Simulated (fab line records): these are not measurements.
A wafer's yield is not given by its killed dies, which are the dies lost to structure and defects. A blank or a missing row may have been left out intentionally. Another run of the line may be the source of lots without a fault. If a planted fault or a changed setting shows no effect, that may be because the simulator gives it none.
8D (eight disciplines) problem report, filled in by code -- flow n5-finfet -- the parts of the form that need people (team, actions taken, sign-off) are left out

1. PROBLEM STATEMENT
spin-speed-rpm at N5_BEOL_M10_COAT_05 reads a mean of 1347.7 rpm on 6 wafers of 2 lots; wafers without a fault read 1500.2 rpm with a standard deviation of 1. That is -99 or more standard deviations from the usual mean.
The step: resist thk 90 nm.
First observed at day 13 17:47: wafer L464.2, on litho-track-01. The record holds 18 wafers of 6 lots with a number at this step. By rule, "out" or "out of limits" means more than 4 standard deviations away from the usual mean. Any other wafer with a number is counted as sound.

2. WHAT THIS IS AND IS NOT
question,is,is not
which readings at this step,spin-speed-rpm,-
which lots,"L464, L467","L450, L455, L469, L472"
which wafers of those lots,all that have a number,-
read on which tools,litho-track-01,"litho-track-02, litho-track-05"
when,from day 13 17:47,"up to then (6 sound wafers); but 6 sound wafers of L469, L472 came after"

3. WHAT RULES OUT EACH SUSPECT
Counting: any tool at a process step up to the reading is kept as a suspect provided that every lot that is out went through it and no sound lot did after the first of them.
- pecvd-01 at N5_BEOL_M9_DEP_56 (deposits SiCN from 3MS/NH3, target thk 15 nm, time 26.5 s): kept. It processed each lot that is out, first L464 at day 13 15:08, and no sound lot thereafter; up to then, the last sound lot it processed was L455 at day 11 06:16.
- litho-track-01 at N5_BEOL_M10_COAT_05 (resist thk 90 nm): kept. It processed each lot that is out, first L464 at day 13 17:47, and no sound lot thereafter; up to then, the last sound lot it processed was L455 at day 11 07:34. On those wafers its own readings are out: spin-speed-rpm.
Left after counting: pecvd-01 at N5_BEOL_M9_DEP_56, litho-track-01 at N5_BEOL_M10_COAT_05.

4. THE CAUSE (what the simulator had put in)
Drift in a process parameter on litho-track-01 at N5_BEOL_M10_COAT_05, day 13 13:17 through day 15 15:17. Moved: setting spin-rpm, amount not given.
This tool is one of the 2 suspects left after counting.

5. THE EFFECT CHAIN, in route order
Each row: a reading whose mean over the struck wafers that have a number lies more than 3 standard deviations from the usual. Only readings for which the record gives a usual standard deviation are gone through. hours: the time from each lot's start at the first step in this table that gives one to its start at this step, as a median over the lots. sigmas: the change in usual standard deviations.
hours,step,reading,usual,on struck wafers,change,sigmas
0,N5_BEOL_M10_COAT_05,spin-speed-rpm,1500.2 rpm,1347.7,-152.5,-99 or more
Its process steps:
- N5_BEOL_M10_COAT_05: resist thk 90 nm.
At these later measuring or inspecting steps, every struck wafer for which the step has a row has a number for every such reading, and none has moved that far: N5_BEOL_M10_CD_MEAS_11, N5_BEOL_M10_OVL_MEAS_12, N5_BEOL_M10_INSPECT_13.

6. WHAT WOULD HAVE CAUGHT IT SOONER
First out-of-limits reading in this record: day 13 17:47, which is 4 hours after fault onset at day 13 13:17.
